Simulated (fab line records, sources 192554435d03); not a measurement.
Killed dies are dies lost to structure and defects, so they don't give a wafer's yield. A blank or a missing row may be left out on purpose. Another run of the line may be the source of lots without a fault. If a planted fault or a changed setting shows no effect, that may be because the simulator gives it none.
Split-lot trial / flow n5 finfet / 7 lots, 21 wafers read, on a route of 1938 steps

== THE SPLIT ==
At N5_BEOL_M15_SPUTTER_44 (material Ta, target thk 15 nm, time 24.19 s), the setting power w was moved away from the recipe's 15000 W on 9 of the 21 wafers read, by -17.7% to +8.9%. This setting was run at the recipe's value on the other wafers.

The reading comes from the split's own step.

== THE READING ==
Ta_of_BEOL_M15_SPUTTER_44.thk nm (the simulator's own value, which no gauge read), in nm, at N5_BEOL_M15_SPUTTER_44 (material Ta, target thk 15 nm, time 24.19 s). The file does not state a usual value for it. Average 15.0 nm, standard deviation 0.16 nm, over the 12 wafers here run with the recipe.

wafer=L074.1; tool, chamber at the split=pvd sputter-02, -; power w as run, W=15870; against the recipe=+5.8%; Ta_of_BEOL_M15_SPUTTER_44.thk nm, nm=16; against lot-mates on the recipe=+0.8
wafer=L074.2; tool, chamber at the split=pvd sputter-02, -; power w as run, W=15000; against the recipe=recipe; Ta_of_BEOL_M15_SPUTTER_44.thk nm, nm=15.2; against lot-mates on the recipe=-
wafer=L074.4; tool, chamber at the split=pvd sputter-02, -; power w as run, W=15870; against the recipe=+5.8%; Ta_of_BEOL_M15_SPUTTER_44.thk nm, nm=16.2; against lot-mates on the recipe=+1.0
wafer=L081.3; tool, chamber at the split=pvd sputter-03, -; power w as run, W=15970; against the recipe=+6.5%; Ta_of_BEOL_M15_SPUTTER_44.thk nm, nm=16; against lot-mates on the recipe=no lot-mate on the recipe
wafer=L081.6; tool, chamber at the split=pvd sputter-03, -; power w as run, W=15970; against the recipe=+6.5%; Ta_of_BEOL_M15_SPUTTER_44.thk nm, nm=16; against lot-mates on the recipe=no lot-mate on the recipe
wafer=L081.4; tool, chamber at the split=pvd sputter-03, -; power w as run, W=15970; against the recipe=+6.5%; Ta_of_BEOL_M15_SPUTTER_44.thk nm, nm=15.8; against lot-mates on the recipe=no lot-mate on the recipe
wafer=L083.1; tool, chamber at the split=pvd sputter-01, -; power w as run, W=12350; against the recipe=-17.7%; Ta_of_BEOL_M15_SPUTTER_44.thk nm, nm=12.2; against lot-mates on the recipe=-2.7
wafer=L083.5; tool, chamber at the split=pvd sputter-01, -; power w as run, W=15000; against the recipe=recipe; Ta_of_BEOL_M15_SPUTTER_44.thk nm, nm=15; against lot-mates on the recipe=-
wafer=L083.6; tool, chamber at the split=pvd sputter-01, -; power w as run, W=15000; against the recipe=recipe; Ta_of_BEOL_M15_SPUTTER_44.thk nm, nm=14.8; against lot-mates on the recipe=-
wafer=L091.3; tool, chamber at the split=pvd sputter-02, -; power w as run, W=15000; against the recipe=recipe; Ta_of_BEOL_M15_SPUTTER_44.thk nm, nm=15; against lot-mates on the recipe=-
wafer=L091.4; tool, chamber at the split=pvd sputter-02, -; power w as run, W=15000; against the recipe=recipe; Ta_of_BEOL_M15_SPUTTER_44.thk nm, nm=15.2; against lot-mates on the recipe=-
wafer=L091.5; tool, chamber at the split=pvd sputter-02, -; power w as run, W=15000; against the recipe=recipe; Ta_of_BEOL_M15_SPUTTER_44.thk nm, nm=15.2; against lot-mates on the recipe=-
wafer=L092.1; tool, chamber at the split=pvd sputter-01, -; power w as run, W=15000; against the recipe=recipe; Ta_of_BEOL_M15_SPUTTER_44.thk nm, nm=15.2; against lot-mates on the recipe=-
wafer=L092.3; tool, chamber at the split=pvd sputter-01, -; power w as run, W=14030; against the recipe=-6.5%; Ta_of_BEOL_M15_SPUTTER_44.thk nm, nm=14.4; against lot-mates on the recipe=-0.8
wafer=L092.4; tool, chamber at the split=pvd sputter-01, -; power w as run, W=14030; against the recipe=-6.5%; Ta_of_BEOL_M15_SPUTTER_44.thk nm, nm=14.2; against lot-mates on the recipe=-1.0
wafer=L095.1; tool, chamber at the split=pvd sputter-01, -; power w as run, W=15000; against the recipe=recipe; Ta_of_BEOL_M15_SPUTTER_44.thk nm, nm=15.2; against lot-mates on the recipe=-
wafer=L095.3; tool, chamber at the split=pvd sputter-01, -; power w as run, W=16330; against the recipe=+8.9%; Ta_of_BEOL_M15_SPUTTER_44.thk nm, nm=16.2; against lot-mates on the recipe=+1.1
wafer=L095.5; tool, chamber at the split=pvd sputter-01, -; power w as run, W=15000; against the recipe=recipe; Ta_of_BEOL_M15_SPUTTER_44.thk nm, nm=15; against lot-mates on the recipe=-
wafer=L097.1; tool, chamber at the split=pvd sputter-02, -; power w as run, W=15000; against the recipe=recipe; Ta_of_BEOL_M15_SPUTTER_44.thk nm, nm=14.8; against lot-mates on the recipe=-
wafer=L097.3; tool, chamber at the split=pvd sputter-02, -; power w as run, W=15000; against the recipe=recipe; Ta_of_BEOL_M15_SPUTTER_44.thk nm, nm=14.8; against lot-mates on the recipe=-
wafer=L097.2; tool, chamber at the split=pvd sputter-02, -; power w as run, W=15000; against the recipe=recipe; Ta_of_BEOL_M15_SPUTTER_44.thk nm, nm=15; against lot-mates on the recipe=-

FIT RESULTS
A straight line over all 21 wafers: Ta_of_BEOL_M15_SPUTTER_44.thk nm changes by +0.149 nm for each +1% of power w; r = +0.98; the points scatter about the line by 0.18 nm.
The same after taking each lot's own level away (the mean of its wafers on the recipe; 18 wafers): +0.147 nm for each +1%; r = +0.99; scatter 0.11 nm.
On that fit, the largest move of power w shifts the reading by 2.6 nm.
Across the lots, their own levels run from 14.87 to 15.20 nm, a range of 2.1 times the standard deviation given above.
Hence the lot-to-lot level has little effect on the slope; both slopes agree.
Check: -2.44 nm against its lot-mates is what the line predicts for one of the wafers moved furthest among these (-17.7%) when that wafer is left out of the fit. It came out at -2.7 nm against them.

== THE OTHER SPLITS THESE WAFERS WENT THROUGH ==
Note: prior to the reading, these wafers also went through further splits. Each is held against what the fit with the lots' levels taken away leaves over:
other split on the same wafers=N5_BEOL_M12_SPUTTER_43 power w; wafers away from the commonest value=7; r with Ta_of_BEOL_M15_SPUTTER_44.thk nm (lot level and that fit taken away)=+0.18
other split on the same wafers=N5_BEOL_M13_EXPOSE_25 dose mj; wafers away from the commonest value=7; r with Ta_of_BEOL_M15_SPUTTER_44.thk nm (lot level and that fit taken away)=-0.35
other split on the same wafers=N5_BEOL_M13_ETCH_68 time s; wafers away from the commonest value=9; r with Ta_of_BEOL_M15_SPUTTER_44.thk nm (lot level and that fit taken away)=-0.37
other split on the same wafers=N5_BEOL_M15_TRENCH_ETCH_34 time s; wafers away from the commonest value=10; r with Ta_of_BEOL_M15_SPUTTER_44.thk nm (lot level and that fit taken away)=+0.40

== THE FILE'S OWN FIT ==
Ta_of_BEOL_M15_SPUTTER_44.thk nm changes by +0.147 nm for each +1% of power w, r = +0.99.
